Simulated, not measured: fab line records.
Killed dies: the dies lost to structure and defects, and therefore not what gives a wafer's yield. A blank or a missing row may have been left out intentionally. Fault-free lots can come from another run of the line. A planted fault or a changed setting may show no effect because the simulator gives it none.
Matching of chambers | flow nand-harc | 4 sister chambers for NHARC_A_STAIRCASE_ALD_415 on ald-hk-01
The step deposits SiO2, target thk 30 nm, pulse time 6 s, ald cycles 300. 18 wafers are shown with their chamber, then 9 later ones without.

## WAFERS, EACH WITH ITS CHAMBER
wafer  | chamber | heater-power-outer-w (W) | heater-power-w (W) | precursor-pulse-height-rel
L076.1 | 0       | 297                      | 508                | 0.987
L076.2 | 1       | 223                      | 427                | 0.996
L076.5 | 1       | 222                      | 435                | 0.983
L079.1 | 3       | 247                      | 430                | 0.999
L079.2 | 2       | 219                      | 419                | 0.994
L079.5 | 3       | 247                      | 442                | 1.017
L087.1 | 1       | 207                      | 407                | 1.020
L087.5 | 0       | 298                      | 512                | 1.009
L087.6 | 1       | 208                      | 405                | 0.980
L088.4 | 2       | 210                      | 422                | 0.999
L088.5 | 1       | 212                      | 416                | 1.022
L088.6 | 0       | 288                      | 495                | 1.012
L090.2 | 2       | 215                      | 422                | 0.987
L090.3 | 3       | 230                      | 416                | 0.997
L090.6 | 3       | 230                      | 412                | 0.992
L092.1 | 3       | 226                      | 423                | 1.014
L092.5 | 1       | 206                      | 402                | 1.011
L092.6 | 0       | 292                      | 501                | 1.027

SIGNATURES (means of the wafers above)
reading                    | chamber 0 | chamber 1 | chamber 2 | chamber 3 | scatter within a chamber
heater-power-outer-w       | 293.75    | 213.00    | 214.67    | 236.00    | 7.61
heater-power-w             | 504.00    | 415.33    | 421.00    | 424.60    | 10.8
precursor-pulse-height-rel | 1.00875   | 1.00200   | 0.99333   | 1.00380   | 0.0148
Rule: for each reading, subtract the chamber's mean from the wafer's reading, divide by that reading's scatter and square the result; add these up over the readings and take the root, which gives the wafer's distance from the chamber. The wafer belongs to the nearest chamber; if the next one is less than 2 further off, it can't be placed. The scatter: the root of (the sum of the squares of (reading less its chamber's mean) over the shown wafers, divided by (wafers less chambers)).

## WAFERS WHOSE CHAMBER IS MISSING
wafer  | heater-power-outer-w (W) | heater-power-w (W) | precursor-pulse-height-rel
L094.1 | 288                      | 503                | 1.000
L094.3 | 234                      | 426                | 0.976
L094.6 | 232                      | 423                | 0.967
L095.1 | 232                      | 421                | 1.016
L095.4 | 212                      | 405                | 0.994
L095.5 | 288                      | 513                | 1.000
L097.2 | 238                      | 421                | 0.987
L097.4 | 297                      | 497                | 0.997
L097.5 | 286                      | 503                | 0.969

## WHICH CHAMBER EACH WENT THROUGH
wafer  | from the rows above          | in truth
L094.1 | 0                            | 0
L094.3 | can't be placed: 3 or 2 or 1 | 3
L094.6 | can't be placed: 3 or 2 or 1 | 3
L095.1 | can't be placed: 3 or 1 or 2 | 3
L095.4 | can't be placed: 1 or 2      | 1
L095.5 | 0                            | 0
L097.2 | can't be placed: 3 or 2      | 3
L097.4 | 0                            | 0
L097.5 | 0                            | 0
4 of 9 placed correctly. Cannot be placed on the basis of these rows: 5; the candidates contain the true chamber in 5. 0 placed wrongly.
